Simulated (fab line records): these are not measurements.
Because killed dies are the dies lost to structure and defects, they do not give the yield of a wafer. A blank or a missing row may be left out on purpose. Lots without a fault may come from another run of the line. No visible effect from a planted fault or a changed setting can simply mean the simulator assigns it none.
fab line records	flow nand-harc
record lots=6	wafers=18	last-day=33
route steps=1302 shown A_BLC@1132 A_M0@1137 END@1302
lots untouched by any fault: they come from a run of this same line in which no faults occurred
start-h: hours from the record's first day to the start of the lot's first wafer shown	wait-h: hours elapsed since this lot's preceding step	" the same as in the row above	L1.1+2: a row that stands for several wafers	- value missing, or start not given	* or withheld: withheld	< > ~ a bound
route shown NAME@n: NAME is a module with steps in the file, n the number in the route of the first one	usual: mean/standard deviation taken from wafers without a fault	same: alike in all rows	chamber/n: place in a boat	sites: the reading at each site	_std_site: the standard deviation of these	_edge_site: mean of outer sites minus mean of inner sites	radius-mm: for every site, how far away it sits from the centre of the wafer	mask NAME#n: copy n	behind: the last tool/chamber to shape the wafer	hold: reason for holding the lot/hours on hold/outcome of the hold	device: the transistor (n, p or np) that didn't switch	end of line: the tests these same wafers got at the end of their route	for a step that has no rows: nothing shown but its recipe	killed: the dies lost at the first sort to structure and to defects; this is not the yield of the wafer	map: a wafer's dies, marking killed ones x, the rest . and places with no die _
set.NAME: the run value of the setting; set.NAME@STEP: its run value at that earlier step	model.NAME: the simulator's own value behind a step, which no gauge read
a table for each step, a row for each wafer; lots at some steps of the route
services: when a tool's chamber went out of use (start-h, in hours from the record's first day, below 0 if earlier), for how many hours, and the reason
## steps
# step NHARC_A_BLC_CVD_24
# recipe target-thk-a=1500	temp-c=300	pressure-torr=40	wf6-flow-sccm=40	h2-flow-sccm=1600	ar-flow-sccm=1560	time-s=434	material=W
# usual chamber-pressure-Torr=40.00/0.084	heater-power-w=487/35	throttle-valve-pct=7.95/0.26
lot.wafer	tool	chamber	start-h	wait-h	chamber-pressure-Torr	heater-power-w	throttle-valve-pct
L265.1	cvd-w-02	0	-	-	39.95	462	8.33
L265.3	"	1	"	"	40.07	531	7.74
L265.4	"	0	"	"	40.03	458	8.33
L264.2	cvd-w-02	1	-	-	39.86	540	7.94
L264.3	"	0	"	"	40.17	474	8.40
L264.6	"	1	"	"	39.97	540	8.12
L272.1	cvd-w-02	0	-	-	39.98	463	8.36
L272.2	"	1	"	"	40.05	527	7.98
L272.6	"	1	"	"	40.08	533	7.85
L278.2	cvd-w-02	1	-	-	39.93	512	7.65
L278.3	"	1	"	"	39.95	516	7.62
L278.6	"	1	"	"	40.03	541	7.90
L280.1	cvd-w-02	0	-	-	39.99	506	8.09
L280.2	"	1	"	"	39.93	522	7.95
L280.3	"	0	"	"	40.10	487	8.26
L284.1	cvd-w-01	0	-	-	40.10	473	7.58
L284.3	"	0	"	"	39.99	479	7.66
L284.5	"	0	"	"	39.96	476	7.71
# step NHARC_A_BLC_CMP_25
# recipe t-overpolish-s=30	target-thk-nm=150
# usual edge-zone-pressure-frac=0.999/0.0048	motor-current-A=11.7/1.2	overpolish-run-s=29.998/0.011	slurry-flow-ml-min=150.0/0.47	time-to-endpoint-s=28.8/1.6
lot.wafer	tool	chamber	start-h	wait-h	edge-zone-pressure-frac	motor-current-A	overpolish-run-s	slurry-flow-ml-min	time-to-endpoint-s
L265.1	cmp-03	1	534.64	0.4	0.996	13.2	30.002	149.5	29.5
L265.3	"	2	"	"	1.003	12.1	29.994	150.1	30.4
L265.4	"	0	"	"	0.996	11.5	30.002	149.7	30.5
L264.2	cmp-02	0	539.87	0.5	1.002	13.2	29.994	149.7	29.2
L264.3	"	1	"	"	1.005	10.0	29.991	149.8	28.7
L264.6	"	3	"	"	0.991	10.6	30.010	149.5	27.3
L272.1	cmp-02	0	620.18	0.5	0.997	12.5	30.002	150.0	27.8
L272.2	"	1	"	"	0.993	10.6	30.013	149.8	28.2
L272.6	"	3	"	"	0.997	10.3	29.998	150.0	28.0
L278.2	cmp-02	0	676.73	0.5	0.993	12.7	30.011	149.8	30.8
L278.3	"	2	"	"	1.009	11.5	29.988	150.5	28.7
L278.6	"	3	"	"	1.000	10.4	29.995	150.9	32.3
L280.2	cmp-04	1	695.64	0.4	0.997	10.8	30.008	150.0	26.0
L280.1	"	2	"	"	0.997	13.8	29.998	150.1	26.7
L280.3	"	0	"	"	0.999	9.9	29.992	149.5	30.3
L284.1	cmp-04	2	746.05	0.5	1.003	13.7	29.993	150.0	25.4
L284.3	"	3	"	"	0.992	12.3	29.994	149.9	29.3
L284.5	"	3	"	"	0.996	12.1	29.996	149.8	29.3
# step NHARC_A_BLC_SRD_27
# step NHARC_A_BLC_INSPECT_28
# usual raw-defect-count=519/150
lot.wafer	tool	chamber	start-h	wait-h	raw-defect-count
L265.1	defect-inspect-01	-	535.04	0.1	362
L265.3	"	-	"	"	426
L265.4	"	-	"	"	433
L264.2	defect-inspect-01	-	540.22	0.1	487
L264.3	"	-	"	"	394
L264.6	"	-	"	"	362
L272.1	defect-inspect-02	-	620.55	0.1	700
L272.2	"	-	"	"	719
L272.6	"	-	"	"	549
L278.2	defect-inspect-01	-	677.11	0.1	562
L278.3	"	-	"	"	619
L278.6	"	-	"	"	461
L280.1	defect-inspect-01	-	696.04	0.1	535
L280.2	"	-	"	"	404
L280.3	"	-	"	"	493
L284.1	defect-inspect-01	-	746.45	0.1	408
L284.3	"	-	"	"	412
L284.5	"	-	"	"	423
# step NHARC_A_M0_DEP_00
# recipe target-thk-a=1500	target-thk-nm=150	temp-c=withheld	pressure-torr=5	flow-sccm=200	rf-w=600	material=SiOC
# step NHARC_A_M0_DEHYDRATE_01
# recipe temp-c=150	time-s=120
# step NHARC_A_M0_HMDS_02
# recipe time-s=30
# step NHARC_A_M0_COAT_33
# recipe temp-c=200	time-s=65
# step NHARC_A_M0_COAT_03
# recipe spin-rpm=1500	resist-thk-nm=90
# step NHARC_A_M0_SOFTBAKE_04
# recipe temp-c=105	time-s=55
# step NHARC_A_M0_EBR_05
# step NHARC_A_M0_EXPOSE_06
# recipe na=1.35	target-cd-nm=80	dose-mj=83.25	mask-id=A_M0
# usual focus-offset-nm=0.0/0.49	stage-vel-mm-s=500.01/0.28
lot.wafer	tool	chamber	start-h	wait-h	mask	focus-offset-nm	stage-vel-mm-s	model.A_M0.overlay-x-nm
L265.1	arfi-scanner-02	0	535.80	-	A_M0#0	0.1	499.91	-0.3326
L265.3	"	0	"	"	A_M0#0	0.2	500.37	-0.3326
L265.4	"	0	"	"	A_M0#0	-1.2	499.79	-0.3326
L264.2	arfi-scanner-01	0	540.99	-	A_M0#0	0.1	500.24	0.2526
L264.3	"	0	"	"	A_M0#0	0.4	500.39	0.2526
L264.6	"	0	"	"	A_M0#0	0.2	500.38	0.2526
L272.1	arfi-scanner-01	0	621.32	-	A_M0#0	0.6	499.80	0.4376
L272.2	"	0	"	"	A_M0#0	0.1	500.03	0.4376
L272.6	"	0	"	"	A_M0#0	-0.1	499.53	0.4376
L278.2	arfi-scanner-02	0	677.88	-	A_M0#0	0.8	500.00	7.89
L278.3	"	0	"	"	A_M0#0	0.8	500.02	7.89
L278.6	"	0	"	"	A_M0#0	0.0	500.09	7.89
L280.1	arfi-scanner-02	0	696.68	-	A_M0#0	-0.3	499.67	7.917
L280.2	"	0	"	"	A_M0#0	-0.2	499.72	7.917
L280.3	"	0	"	"	A_M0#0	-0.2	499.57	7.917
L284.1	arfi-scanner-03	0	747.21	-	A_M0#0	-0.5	500.18	1.286
L284.3	"	0	"	"	A_M0#0	0.1	500.13	1.286
L284.5	"	0	"	"	A_M0#0	-0.2	500.93	1.286
# step NHARC_A_M0_PEB_07
# recipe peb-temp-c=100	peb-time-s=65
# step NHARC_A_M0_DEVELOP_08
# recipe develop-time-s=35	dev-temp-c=23
# step NHARC_A_M0_CD_MEAS_09
# recipe target-cd-nm=80	landing-energy-ev=500
# usual cd-nm=80.0/0.53
lot.wafer	tool	chamber	start-h	wait-h	cd-nm
L265.1	cd-sem-01	0	535.94	-	80.4
L265.3	"	0	"	"	80.4
L265.4	"	0	"	"	81.0
L264.2	cd-sem-01	0	541.13	-	79.6
L264.3	"	0	"	"	80.3
L264.6	"	0	"	"	80.1
L272.1	cd-sem-02	0	621.46	-	79.0
L272.2	"	0	"	"	79.6
L272.6	"	0	"	"	79.7
L278.2	cd-sem-03	0	678.02	-	79.9
L278.3	"	0	"	"	79.2
L278.6	"	0	"	"	79.2
L280.1	cd-sem-02	0	696.82	-	80.4
L280.2	"	0	"	"	80.8
L280.3	"	0	"	"	81.2
L284.1	cd-sem-03	0	747.35	-	79.7
L284.3	"	0	"	"	80.1
L284.5	"	0	"	"	79.3
# step NHARC_A_M0_OVL_MEAS_10
# recipe pitch-nm=160
# usual overlay-x-nm=0.2/0.8	overlay-y-nm=0.4/0.77
lot.wafer	tool	chamber	start-h	wait-h	overlay-x-nm	overlay-y-nm
L265.1	overlay-01	-	536.03	-	-1.3	0.2
L265.3	"	-	"	"	-0.3	0.8
L265.4	"	-	"	"	-0.3	0.5
L264.2	overlay-01	-	541.22	-	0.7	0.0
L264.3	"	-	"	"	0.4	0.2
L264.6	"	-	"	"	0.0	-0.1
L272.1	overlay-02	-	621.54	-	0.3	-0.5
L272.2	"	-	"	"	0.5	-0.3
L272.6	"	-	"	"	0.7	0.1
L278.2	overlay-02	-	678.10	-	7.8	0.7
L278.3	"	-	"	"	8.0	0.3
L278.6	"	-	"	"	7.9	0.3
L280.1	overlay-01	-	696.91	-	7.7	-1.2
L280.2	"	-	"	"	7.9	-1.0
L280.3	"	-	"	"	7.8	-1.2
L284.1	overlay-02	-	747.43	-	0.8	0.8
L284.3	"	-	"	"	1.5	1.2
L284.5	"	-	"	"	0.3	1.5
# step NHARC_A_M0_INSPECT_11
# usual raw-defect-count=82/29
lot.wafer	tool	chamber	start-h	wait-h	raw-defect-count
L265.1	defect-inspect-01	-	536.06	0.0	21
L265.3	"	-	"	"	19
L265.4	"	-	"	"	18
L264.2	defect-inspect-02	-	541.25	0.0	97
L264.3	"	-	"	"	101
L264.6	"	-	"	"	87
L272.1	defect-inspect-01	-	621.58	0.0	52
L272.2	"	-	"	"	83
L272.6	"	-	"	"	88
L278.2	defect-inspect-02	-	678.14	0.0	98
L278.3	"	-	"	"	93
L278.6	"	-	"	"	111
L280.1	defect-inspect-02	-	696.95	0.0	60
L280.2	"	-	"	"	75
L280.3	"	-	"	"	64
L284.1	defect-inspect-01	-	747.47	0.0	115
L284.3	"	-	"	"	110
L284.5	"	-	"	"	104
# step NHARC_END_SORT_01
# recipe temp-c=25
# usual defect-limited-yield=91.9/2.2	killed-at-array=50/14	killed-at-other=0.9/1	killed-at-periphery=3.9/2.5	killed-dies=55/15	killed-open=3.5/1.9	killed-short=2.5/1.7	sort_bin_2_pct=3.0/1.1	sort_bin_3_pct=0.6/0.33	sort_bin_4_pct=4.6/1.1	sort-n-pass=622/15	sort-rim-yield-pct=90/3.8	sort-yield-pct=91.9/2.2
# same gross-dies=677	sort_bin_5_pct[%]=0	sort_bin_6_pct[%]=0	sort_bin_7_pct[%]=0	sort_bin_8_pct[%]=0	sort-rim-n-gross=106.00
lot.wafer	tool	chamber	start-h	wait-h	defect-limited-yield[%]	killed-at-array	killed-at-other	killed-at-periphery	killed-dies	killed-open	killed-short	sort_bin_2_pct[%]	sort_bin_3_pct[%]	sort_bin_4_pct[%]	sort-n-pass	sort-rim-yield-pct[%]	sort-yield-pct[%]
L264.2	prober-01	0	583.97	2.8	90.3	57	4	5	66	4	2	2.5	1.0	6.2	611	84	90.3
L264.3	prober-01	0	584.76	3.1	90.7	54	0	9	63	6	1	3.4	0.9	5.0	614	87	90.7
L264.6	prober-01	0	587.15	4.0	91.0	58	0	3	61	4	3	3.8	0.3	4.9	616	88	91.0
L272.1	prober-01	0	663.66	2.5	94.5	34	0	3	37	4	0	1.0	0.6	3.8	640	90	94.5
L272.2	prober-01	0	664.47	2.8	91.3	54	0	5	59	1	2	3.4	0.3	5.0	618	94	91.3
L272.6	prober-01	0	667.73	4.1	90.1	62	0	5	67	3	2	3.0	0.7	6.2	610	91	90.1
L280.1	prober-02	0	736.70	2.5	92.9	42	1	5	48	4	2	2.4	0.4	4.3	629	92	92.9
L280.2	prober-02	0	737.49	2.8	94.8	31	1	3	35	3	2	1.5	0.1	3.5	642	88	94.8
L280.3	prober-02	0	738.29	3.1	94.1	33	2	5	40	4	5	2.1	0.3	3.5	637	92	94.1
# killed by level:class
L264.2 A_SLIT:chamber-film-flake=26 A_CHANNEL_HOLE_D2:chamber-film-flake=15 A_CHANNEL_HOLE_D1:chamber-film-flake=4 A_WL_FILL:chamber-film-flake=4 A_DECK1_JOINT:chamber-film-flake=3 THIN_TSV:chamber-film-flake=3 P_M0:geometric-particle:open=2 P_GATE:chamber-film-flake=2
L264.3 A_SLIT:chamber-film-flake=22 A_CHANNEL_HOLE_D2:chamber-film-flake=18 A_WL_FILL:chamber-film-flake=6 P_M0:geometric-particle:open=3 P_GATE:chamber-film-flake=3 P_CONTACT:geometric-particle:open=2 A_CHANNEL_HOLE_D1:chamber-film-flake=2 A_DECK1_JOINT:chamber-film-flake=2
L264.6 A_SLIT:chamber-film-flake=24 A_CHANNEL_HOLE_D2:chamber-film-flake=19 A_STAIRCASE:chamber-film-flake=4 A_CHANNEL_FILL_D2:geometric-particle:open=2 A_CONTACT:chamber-film-flake=2 P_M0:geometric-particle:open=1 P_M1:geometric-particle:short=1 A_ONON_D1:geometric-particle:short=1
L272.1 A_CHANNEL_HOLE_D1:chamber-film-flake=13 A_CHANNEL_HOLE_D2:chamber-film-flake=10 A_CONTACT:chamber-film-flake=3 P_M2:chamber-film-flake=2 A_SLIT:chamber-film-flake=2 A_CHANNEL_FILL_D1:geometric-particle:open=1 A_ONON_D2:geometric-particle:open=1 A_WL_FILL:geometric-particle:open=1
L272.2 A_CHANNEL_HOLE_D1:chamber-film-flake=30 A_CHANNEL_HOLE_D2:chamber-film-flake=9 P_M2:chamber-film-flake=4 A_STAIRCASE:chamber-film-flake=3 A_CONTACT:chamber-film-flake=3 A_DECK1_JOINT:chamber-film-flake=2 A_CHANNEL_FILL_D2:chamber-film-flake=2 A_CHANNEL_FILL_D1:geometric-particle:short=1
L272.6 A_CHANNEL_HOLE_D1:chamber-film-flake=37 A_CHANNEL_HOLE_D2:chamber-film-flake=11 A_CONTACT:chamber-film-flake=5 P_ZERO_WELL:chamber-film-flake=2 P_M2:chamber-film-flake=2 A_CHANNEL_FILL_D2:chamber-film-flake=2 A_STAIRCASE:chamber-film-flake=2 P_CONTACT:geometric-particle:open=1
L280.1 A_CHANNEL_HOLE_D1:chamber-film-flake=26 P_CONTACT:chamber-film-flake=4 A_SLIT:chamber-film-flake=4 A_WL_FILL:chamber-film-flake=3 A_CHANNEL_HOLE_D2:geometric-particle:short=2 A_CONTACT:chamber-film-flake=2 A_ONON_D2:geometric-particle:open=1 A_CHANNEL_FILL_D2:geometric-particle:open=1
L280.2 A_CHANNEL_HOLE_D1:chamber-film-flake=15 A_STAIRCASE:chamber-film-flake=5 A_SLIT:chamber-film-flake=4 A_SOURCE_PLATE:geometric-particle:short=1 A_DECK1_JOINT:geometric-particle:short=1 A_CHANNEL_HOLE_D2:geometric-particle:open=1 A_CONTACT:geometric-particle:open=1 A_M0:geometric-particle:open=1
L280.3 A_CHANNEL_HOLE_D1:chamber-film-flake=18 A_STAIRCASE:chamber-film-flake=4 A_CHANNEL_FILL_D1:geometric-particle:short=2 A_CONTACT:geometric-particle:open=2 P_GATE:chamber-film-flake=2 A_SLIT:chamber-film-flake=2 A_WL_FILL:chamber-film-flake=2 THIN_TSV:chamber-film-flake=2
## services
tool	chamber	start-h	hours	kind
cmp-03	-	514.07	15.8	repair
cvd-w-01	-	523.03	2.4	repair
cmp-02	-	526.80	4.0	pm
cvd-w-02	0	535.20	3.8	repair
arfi-scanner-03	-	542.01	0.5	repair
cmp-02	-	562.73	0.3	repair
cmp-04	-	572.98	3.3	repair
cmp-02	-	599.91	0.4	repair
cmp-04	-	602.20	4.0	pm
arfi-scanner-01	-	604.34	4.0	pm
cmp-02	-	624.80	4.0	pm
cvd-w-02	-	631.41	13.0	pm
cmp-04	-	633.15	1.5	repair
cmp-02	-	645.23	2.2	repair
arfi-scanner-02	-	656.00	4.0	pm
cmp-04	-	656.95	2.4	repair
cmp-04	-	688.13	1.1	repair
cmp-04	-	700.20	4.0	pm
cmp-02	-	701.48	2.3	repair
arfi-scanner-01	-	704.02	10.6	repair
cvd-w-02	-	707.92	0.6	repair
cmp-02	-	715.16	4.5	repair
cmp-02	-	722.80	4.0	pm
arfi-scanner-01	-	738.94	18.7	repair
## key
first-sign step=NHARC_A_M0_OVL_MEAS_10	reading=overlay-x-nm	direction=up	sigmas=9.6	usual=0.2	struck=7.8
effect none on later readings
model-effect step=NHARC_A_M0_EXPOSE_06	value=A_M0.overlay-x-nm	without=0.3749	struck=7.904
met-at NHARC_A_M0_EXPOSE_06
struck-wafers L278.2,L278.3,L278.6,L280.1,L280.2,L280.3
onset-between 535.80 677.88
also-fits NHARC_A_BLC_CVD_24:cvd-w-02
fault kind=scanner-matching-overlay	tool=arfi-scanner-02	chamber=-	onset-h=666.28	steps=NHARC_A_M0_EXPOSE_06	offset=7.529
